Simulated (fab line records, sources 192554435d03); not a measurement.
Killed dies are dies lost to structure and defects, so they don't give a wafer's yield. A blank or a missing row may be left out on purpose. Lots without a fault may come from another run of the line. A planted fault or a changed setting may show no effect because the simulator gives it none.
Split-lot experiment | flow n5_finfet | 7 lots, 21 wafers read, on a route of 1938 steps

THE SPLIT
At N5_MOL_CONTACT_COAG_ETCH_67 (etches SOC in N2/H2, target depth 60 nm, overetch 21 nm, time 101.2 s), the setting source_w was moved away from the recipe's 840 W on 4 of the 21 wafers read, by -10.7% to +14.4%. The other wafers ran this setting at the recipe's value.

The reading is taken at the split's own step.

THE READING
rf_vpp_V, in V, at N5_MOL_CONTACT_COAG_ETCH_67 (etches SOC in N2/H2, target depth 60 nm, overetch 21 nm, time 101.2 s). Fault-free wafers of this fab line usually give 524.2 V, standard deviation 2.6 V.

wafer  | tool, chamber at the split | source_w as run, W | against the recipe | rf_vpp_V, V | against lot-mates on the recipe
L074.2 | rie_diel-01, 3             | 840                | recipe             | 521.5       | -
L074.3 | rie_diel-01, 1             | 840                | recipe             | 521.7       | -
L074.4 | rie_diel-01, 0             | 840                | recipe             | 524.1       | -
L076.3 | rie_diel-01, 3             | 961.3              | +14.4%             | 498.8       | -22.3
L076.4 | rie_diel-01, 2             | 840                | recipe             | 521.1       | -
L076.6 | rie_diel-01, 1             | 961.3              | +14.4%             | 501.4       | -19.7
L080.3 | rie_diel-01, 0             | 840                | recipe             | 524.1       | -
L080.4 | rie_diel-01, 1             | 840                | recipe             | 523.3       | -
L080.5 | rie_diel-01, 2             | 840                | recipe             | 522.1       | -
L085.3 | rie_diel-06, 3             | 840                | recipe             | 527.4       | -
L085.4 | rie_diel-06, 2             | 840                | recipe             | 521.9       | -
L085.5 | rie_diel-06, 1             | 840                | recipe             | 528.3       | -
L088.4 | rie_diel-01, 3             | 840                | recipe             | 521.4       | -
L088.5 | rie_diel-01, 3             | 840                | recipe             | 521.8       | -
L088.6 | rie_diel-01, 2             | 840                | recipe             | 521.5       | -
L091.1 | rie_diel-06, 3             | 840                | recipe             | 524.9       | -
L091.2 | rie_diel-06, 1             | 840                | recipe             | 528.1       | -
L091.6 | rie_diel-06, 2             | 840                | recipe             | 523.0       | -
L093.2 | rie_diel-06, 2             | 840                | recipe             | 523.5       | -
L093.3 | rie_diel-06, 1             | 749.8              | -10.7%             | 548.7       | +25.2
L093.5 | rie_diel-06, 3             | 749.8              | -10.7%             | 546.9       | +23.4

THE FIT
A straight line over all 21 wafers: rf_vpp_V changes by -1.86 V for each +1% of source_w; r = -0.97; the points scatter about the line by 2.8 V.
The same after taking each lot's own level away (the mean of its wafers on the recipe; 21 wafers): -1.75 V for each +1%; r = -0.97; scatter 2.6 V.
On that fit, the largest move of source_w shifts the reading by 25 V.
The lots' own levels span 521.10 to 525.87 V, that is 1.8 times the standard deviation above.
So the lot-to-lot level changes the slope little: the two slopes agree.
Check: with one of the wafers moved furthest among these (+14.4%) left out of the fit, the line predicts -25.5 V for it against its lot-mates. It came out at -22.3 V against them.
Tool readings at the split's step, against how far the setting was moved: rf_vpp_V r = -0.97.

OTHER SPLITS ON THESE WAFERS
These wafers also went through other splits before the reading. Each is held against what the fit with the lots' levels taken away leaves over:
other split on the same wafers               | wafers away from the commonest value | r with rf_vpp_V (lot level and that fit taken away)
N5_HKMG_FIN_ETCH_86 target_depth_a           | 7                                    | -0.25
N5_MOL_CONTACT_COAG_CONTACT_ETCH_14 source_w | 7                                    | -0.33

THE FILE'S OWN FIT
rf_vpp_V changes by -1.74 V for each +1% of source_w, r = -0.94.
